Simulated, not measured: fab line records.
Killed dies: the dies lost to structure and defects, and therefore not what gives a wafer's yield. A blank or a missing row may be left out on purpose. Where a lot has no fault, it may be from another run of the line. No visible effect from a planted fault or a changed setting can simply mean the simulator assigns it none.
The tool behind it: which one? :: flow n5-finfet :: 11 lots with 31 wafers sampled at 5 steps, on a route of 1938 steps

WHAT THE GAUGES READ, wafer by wafer
N5_SD_EPI_N_OVL_MEAS_10. Usual: SD_N_BLK_OVL 0.4 nm, standard deviation 0.84.
lot: L714
measured: day 3 11:39
on: overlay-01
SD_N_BLK_OVL (nm): 0.4 1.0 0.5
flag: 

lot: L715
measured: day 3 17:43
on: overlay-02
SD_N_BLK_OVL (nm): -1.2 0.0
flag: 

lot: L716
measured: day 4 01:50
on: overlay-02
SD_N_BLK_OVL (nm): 0.5 -1.7 0.1
flag: 

lot: L718
measured: day 4 16:19
on: overlay-01
SD_N_BLK_OVL (nm): -0.4 0.5
flag: 

lot: L719
measured: day 4 23:33
on: overlay-02
SD_N_BLK_OVL (nm): 1.7 1.3 1.9
flag: 

lot: L725
measured: day 6 09:41
on: overlay-02
SD_N_BLK_OVL (nm): 0.3 0.8 -0.4
flag: 

lot: L727
measured: day 6 19:03
on: overlay-02
SD_N_BLK_OVL (nm): 0.6 -1.0 0.8
flag: 

lot: L730
measured: day 7 11:41
on: overlay-02
SD_N_BLK_OVL (nm): 0.1 1.5 0.8
flag: 

lot: L732
measured: day 8 03:10
on: overlay-01
SD_N_BLK_OVL (nm): -0.8 -0.1 0.5
flag: 

lot: L734
measured: day 8 12:35
on: overlay-02
SD_N_BLK_OVL (nm): 0.6 -1.5 0.3
flag: 

lot: L735
measured: day 8 20:55
on: overlay-02
SD_N_BLK_OVL (nm): 1.9 1.2 2.0
flag: 

N5_BEOL_M4_RC_MEAS_101. Usual: DIBL_N 37.7 mV/V, standard deviation 2; DIBL_P 37.7 mV/V, standard deviation 2.3; IOFF_N 0.18 nA/um, standard deviation 0.039; IOFF_P 0.23 nA/um, standard deviation 0.042; ION_N 681 uA/um, standard deviation 12; ION_P 463 uA/um, standard deviation 8; SS_N 71.9 mV/dec, standard deviation 0.68; SS_P 73.6 mV/dec, standard deviation 0.71; VT_N 248 mV, standard deviation 3.2; VT_P -249 mV, standard deviation 3.1.
lot: L714
measured: day 12 01:04
on: prober-02
DIBL_N (mV/V): 42.7 36.7 42.0
DIBL_P (mV/V): 41.4 34.8 40.6
IOFF_N (nA/um): 0.26 0.13 0.25
IOFF_P (nA/um): 0.31 0.18 0.30
ION_N (uA/um): 704 672 707
ION_P (uA/um): 480 465 482
SS_N (mV/dec): 73.3 71.3 72.9
SS_P (mV/dec): 74.6 72.9 74.4
VT_N (mV): 244 254 245
VT_P (mV): -245 -254 -247
flag: 

lot: L715
measured: day 12 12:42
on: prober-02
DIBL_N (mV/V): 38.0 37.4
DIBL_P (mV/V): 37.0 37.3
IOFF_N (nA/um): 0.19 0.16
IOFF_P (nA/um): 0.20 0.21
ION_N (uA/um): 692 681
ION_P (uA/um): 462 459
SS_N (mV/dec): 71.4 71.2
SS_P (mV/dec): 73.3 73.3
VT_N (mV): 247 249
VT_P (mV): -252 -252
flag: 

lot: L716
measured: day 12 14:16
on: prober-01
DIBL_N (mV/V): 36.2 37.5 41.2
DIBL_P (mV/V): 35.5 38.0 40.8
IOFF_N (nA/um): 0.13 0.16 0.24
IOFF_P (nA/um): 0.16 0.20 0.24
ION_N (uA/um): 658 679 677
ION_P (uA/um): 441 457 452
SS_N (mV/dec): 72.6 72.2 72.4
SS_P (mV/dec): 73.6 72.6 74.0
VT_N (mV): 254 251 245
VT_P (mV): -256 -254 -250
flag: 

lot: L718
measured: day 13 17:46
on: prober-01
DIBL_N (mV/V): 36.3 39.2
DIBL_P (mV/V): 37.5 41.1
IOFF_N (nA/um): 0.16 0.23
IOFF_P (nA/um): 0.21 0.26
ION_N (uA/um): 684 700
ION_P (uA/um): 469 471
SS_N (mV/dec): 72.1 72.5
SS_P (mV/dec): 73.8 75.4
VT_N (mV): 252 245
VT_P (mV): -249 -248
flag: 

lot: L719
measured: day 13 10:34
on: prober-01
DIBL_N (mV/V): 40.2 39.1 38.9
DIBL_P (mV/V): 40.8 39.3 38.2
IOFF_N (nA/um): 0.22 0.21 0.19
IOFF_P (nA/um): 0.27 0.24 0.22
ION_N (uA/um): 673 687 662
ION_P (uA/um): 456 465 449
SS_N (mV/dec): 72.8 72.5 71.9
SS_P (mV/dec): 74.5 73.8 73.5
VT_N (mV): 246 247 251
VT_P (mV): -248 -248 -251
flag: 

lot: L725
measured: day 15 17:26
on: prober-01
DIBL_N (mV/V): 34.6 36.4 39.1
DIBL_P (mV/V): 35.0 37.2 40.1
IOFF_N (nA/um): 0.14 0.16 0.21
IOFF_P (nA/um): 0.19 0.22 0.27
ION_N (uA/um): 668 673 685
ION_P (uA/um): 461 461 458
SS_N (mV/dec): 70.6 71.1 72.7
SS_P (mV/dec): 73.0 73.6 73.4
VT_N (mV): 249 251 247
VT_P (mV): -250 -251 -248
flag: 

lot: L727
measured: day 15 08:53
on: prober-01
DIBL_N (mV/V): 40.9 37.4 37.9
DIBL_P (mV/V): 40.7 36.3 36.6
IOFF_N (nA/um): 0.22 0.16 0.16
IOFF_P (nA/um): 0.30 0.22 0.22
ION_N (uA/um): 692 676 679
ION_P (uA/um): 477 468 471
SS_N (mV/dec): 72.4 71.1 71.7
SS_P (mV/dec): 74.6 73.8 73.2
VT_N (mV): 244 248 250
VT_P (mV): -242 -250 -249
flag: 

lot: L730
measured: day 16 00:22
on: prober-01
DIBL_N (mV/V): 38.0 37.0 39.6
DIBL_P (mV/V): 36.7 35.4 38.5
IOFF_N (nA/um): 0.18 0.16 0.20
IOFF_P (nA/um): 0.22 0.20 0.24
ION_N (uA/um): 665 677 681
ION_P (uA/um): 457 462 463
SS_N (mV/dec): 71.2 71.2 72.0
SS_P (mV/dec): 73.7 73.1 74.4
VT_N (mV): 248 248 246
VT_P (mV): -250 -249 -251
flag: 

lot: L732
measured: day 17 01:41
on: prober-01
DIBL_N (mV/V): 38.0 33.6 35.8
DIBL_P (mV/V): 40.6 34.2 36.5
IOFF_N (nA/um): 0.18 0.11 0.15
IOFF_P (nA/um): 0.23 0.14 0.17
ION_N (uA/um): 686 645 675
ION_P (uA/um): 471 444 454
SS_N (mV/dec): 72.0 71.2 71.7
SS_P (mV/dec): 73.7 71.8 73.3
VT_N (mV): 247 256 251
VT_P (mV): -252 -253 -256
flag: 

lot: L734
measured: day 17 05:06
on: prober-02
DIBL_N (mV/V): 39.4 36.0 38.5
DIBL_P (mV/V): 38.3 34.0 39.8
IOFF_N (nA/um): 0.22 0.17 0.22
IOFF_P (nA/um): 0.26 0.19 0.30
ION_N (uA/um): 685 680 688
ION_P (uA/um): 469 459 471
SS_N (mV/dec): 73.2 71.6 71.4
SS_P (mV/dec): 73.9 72.8 73.6
VT_N (mV): 245 249 244
VT_P (mV): -247 -251 -246
flag: 

lot: L735
measured: day 17 18:26
on: prober-02
DIBL_N (mV/V): 36.5 33.3 36.9
DIBL_P (mV/V): 36.5 31.9 37.3
IOFF_N (nA/um): 0.16 0.12 0.19
IOFF_P (nA/um): 0.26 0.17 0.26
ION_N (uA/um): 662 680 686
ION_P (uA/um): 460 463 475
SS_N (mV/dec): 71.5 70.8 72.2
SS_P (mV/dec): 73.6 73.0 74.0
VT_N (mV): 250 248 248
VT_P (mV): -245 -251 -246
flag: 

EACH LOT AND THE TOOL THAT RAN IT (in order: tool; ch and the chambers of the sampled wafers; start)
lot: L714
N5_SD_EPI_P_COAT_34: litho-track-04 ch 0, day 3 16:02
N5_SD_ACTIVATION_RTA_00: rtp-anneal-02 ch 0, day 3 20:14
N5_SD_ACTIVATION_LSA_01: laser-anneal-01 ch 0, day 3 20:26

lot: L715
N5_SD_EPI_P_COAT_34: litho-track-03 ch 0, day 3 22:02
N5_SD_ACTIVATION_RTA_00: rtp-anneal-02 ch 0, day 4 02:10
N5_SD_ACTIVATION_LSA_01: laser-anneal-02 ch 0, day 4 02:22

lot: L716
N5_SD_EPI_P_COAT_34: litho-track-01 ch 0, day 4 06:08
N5_SD_ACTIVATION_RTA_00: rtp-anneal-01 ch 0, day 4 10:21
N5_SD_ACTIVATION_LSA_01: laser-anneal-01 ch 0, day 4 10:33

lot: L718
N5_SD_EPI_P_COAT_34: litho-track-04 ch 0, day 4 20:34
N5_SD_ACTIVATION_RTA_00: rtp-anneal-01 ch 0, day 5 01:47
N5_SD_ACTIVATION_LSA_01: laser-anneal-01 ch 0, day 5 02:05

lot: L719
N5_SD_EPI_P_COAT_34: litho-track-04 ch 0, day 5 04:44
N5_SD_ACTIVATION_RTA_00: rtp-anneal-01 ch 0, day 5 09:07
N5_SD_ACTIVATION_LSA_01: laser-anneal-02 ch 0, day 5 09:29

lot: L725
N5_SD_EPI_P_COAT_34: litho-track-03 ch 0, day 6 13:45
N5_SD_ACTIVATION_RTA_00: rtp-anneal-02 ch 0, day 6 17:58
N5_SD_ACTIVATION_LSA_01: laser-anneal-02 ch 0, day 6 18:10

lot: L727
N5_SD_EPI_P_COAT_34: litho-track-04 ch 0, day 6 23:41
N5_SD_ACTIVATION_RTA_00: rtp-anneal-01 ch 0, day 7 04:38
N5_SD_ACTIVATION_LSA_01: laser-anneal-02 ch 0, day 7 04:50

lot: L730
N5_SD_EPI_P_COAT_34: litho-track-04 ch 0, day 7 16:52
N5_SD_ACTIVATION_RTA_00: rtp-anneal-01 ch 0, day 7 21:08
N5_SD_ACTIVATION_LSA_01: laser-anneal-02 ch 0, day 7 21:20

lot: L732
N5_SD_EPI_P_COAT_34: litho-track-01 ch 0, day 8 08:04
N5_SD_ACTIVATION_RTA_00: rtp-anneal-01 ch 0, day 8 13:06
N5_SD_ACTIVATION_LSA_01: laser-anneal-02 ch 0, day 8 13:18

lot: L734
N5_SD_EPI_P_COAT_34: litho-track-03 ch 0, day 8 17:04
N5_SD_ACTIVATION_RTA_00: rtp-anneal-01 ch 0, day 8 21:32
N5_SD_ACTIVATION_LSA_01: laser-anneal-02 ch 0, day 8 21:44

lot: L735
N5_SD_EPI_P_COAT_34: litho-track-03 ch 0, day 9 01:48
N5_SD_ACTIVATION_RTA_00: rtp-anneal-01 ch 0, day 9 06:08
N5_SD_ACTIVATION_LSA_01: laser-anneal-01 ch 0, day 9 06:20
- N5_SD_EPI_P_COAT_34: time 60 s, resist thk 350 nm.
- N5_SD_ACTIVATION_RTA_00: time 0 s.
- N5_SD_ACTIVATION_LSA_01: time 0.0008 s.

AS READ BY THE TOOLS THEMSELVES (means over the sampled wafers that have a number; for cases with no such wafer, the mark the record gives instead)
N5_SD_EPI_P_COAT_34. Usual: heater-power-total-W 500.6 W, standard deviation 1.7; plate-temp-C 250.05 C, standard deviation 0.19.
lot: L714
tool: litho-track-04
heater-power-total-W (W): 499.9
plate-temp-C (C): 250.17
flag: 

lot: L715
tool: litho-track-03
heater-power-total-W (W): 501.0
plate-temp-C (C): 249.93
flag: 

lot: L716
tool: litho-track-01
heater-power-total-W (W): 501.0
plate-temp-C (C): 250.11
flag: 

lot: L718
tool: litho-track-04
heater-power-total-W (W): 500.0
plate-temp-C (C): 249.99
flag: 

lot: L719
tool: litho-track-04
heater-power-total-W (W): 500.0
plate-temp-C (C): 249.97
flag: 

lot: L725
tool: litho-track-03
heater-power-total-W (W): 500.1
plate-temp-C (C): 250.14
flag: 

lot: L727
tool: litho-track-04
heater-power-total-W (W): 813.9
plate-temp-C (C): 262.16
flag: OFF

lot: L730
tool: litho-track-04
heater-power-total-W (W): 814.5
plate-temp-C (C): 262.36
flag: OFF

lot: L732
tool: litho-track-01
heater-power-total-W (W): 499.6
plate-temp-C (C): 250.09
flag: 

lot: L734
tool: litho-track-03
heater-power-total-W (W): 501.5
plate-temp-C (C): 250.37
flag: 

lot: L735
tool: litho-track-03
heater-power-total-W (W): 501.4
plate-temp-C (C): 249.84
flag: 

N5_SD_ACTIVATION_RTA_00. Usual: lamp-power-pct 8.95 %, standard deviation 0.052; wafer_temp_C_max 974.7, standard deviation 1.8.
lot: L714
tool: rtp-anneal-02
lamp-power-pct (%): 8.99
wafer_temp_C_max: 975.6
flag: 

lot: L715
tool: rtp-anneal-02
lamp-power-pct (%): 8.93
wafer_temp_C_max: 974.2
flag: 

lot: L716
tool: rtp-anneal-01
lamp-power-pct (%): 8.96
wafer_temp_C_max: 974.1
flag: 

lot: L718
tool: rtp-anneal-01
lamp-power-pct (%): 8.96
wafer_temp_C_max: 976.5
flag: 

lot: L719
tool: rtp-anneal-01
lamp-power-pct (%): 8.88
wafer_temp_C_max: 973.2
flag: 

lot: L725
tool: rtp-anneal-02
lamp-power-pct (%): 8.99
wafer_temp_C_max: 976.0
flag: 

lot: L727
tool: rtp-anneal-01
lamp-power-pct (%): 8.95
wafer_temp_C_max: 973.6
flag: 

lot: L730
tool: rtp-anneal-01
lamp-power-pct (%): 8.98
wafer_temp_C_max: 974.8
flag: 

lot: L732
tool: rtp-anneal-01
lamp-power-pct (%): 8.91
wafer_temp_C_max: 973.3
flag: 

lot: L734
tool: rtp-anneal-01
lamp-power-pct (%): 8.92
wafer_temp_C_max: 974.5
flag: 

lot: L735
tool: rtp-anneal-01
lamp-power-pct (%): 8.96
wafer_temp_C_max: 977.1
flag: 

N5_SD_ACTIVATION_LSA_01. Usual: wafer_temp_C_max reads 1084.6 (standard deviation 0.85).
lot: L714
tool: laser-anneal-01
wafer_temp_C_max: 1084.1
flag: 

lot: L715
tool: laser-anneal-02
wafer_temp_C_max: 1084.0
flag: 

lot: L716
tool: laser-anneal-01
wafer_temp_C_max: 1086.3
flag: 

lot: L718
tool: laser-anneal-01
wafer_temp_C_max: 1084.5
flag: 

lot: L719
tool: laser-anneal-02
wafer_temp_C_max: 1084.0
flag: 

lot: L725
tool: laser-anneal-02
wafer_temp_C_max: 1084.7
flag: 

lot: L727
tool: laser-anneal-02
wafer_temp_C_max: 1084.3
flag: 

lot: L730
tool: laser-anneal-02
wafer_temp_C_max: 1084.0
flag: 

lot: L732
tool: laser-anneal-02
wafer_temp_C_max: 1084.7
flag: 

lot: L734
tool: laser-anneal-02
wafer_temp_C_max: 1084.1
flag: 

lot: L735
tool: laser-anneal-01
wafer_temp_C_max: 1085.1
flag: 

THE ANSWER, worked out from the rows above alone
Rule: a lot counts as off when the mean over its wafers that have a number is more than 3 standard deviations away from the usual mean. A lot without any number at a reading at which 4 lots or more have one is off too. The other lots that the step has rows for count as sound. First the gauges in route order, then the tools' own readings, where a lot's mean is used as printed above. At the first step where some lot is off, the reading lying furthest off is the one used; lots without a number count as furthest.
Off: L727, L730 (N5_SD_EPI_P_COAT_34, heater-power-total-W).
A tool fits if, at that step or a process step before it, it ran every lot that is off, and no sound lot after the first of them. One candidate fits, namely litho-track-04 at N5_SD_EPI_P_COAT_34. A fault onset in the window from L719 (day 5 04:44, its last sound lot) to L727 (day 6 23:41, its first lot off) fits.
The tool's own readings at N5_SD_EPI_P_COAT_34 bear it out: on the lots that are off they differ by more than 5 times the standard deviation of the sound lots' means. heater-power-total-W reads 814.2 W there against 500.5 W on the sound lots; plate-temp-C reads 262.26 C there against 250.07 C on the sound lots.

WHAT WAS PUT IN BY THE SIMULATOR
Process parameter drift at N5_SD_EPI_P_COAT_34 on litho-track-04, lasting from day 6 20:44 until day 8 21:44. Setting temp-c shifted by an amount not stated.
Struck lots among those shown: L727, L730. The rule above reached the same finding.
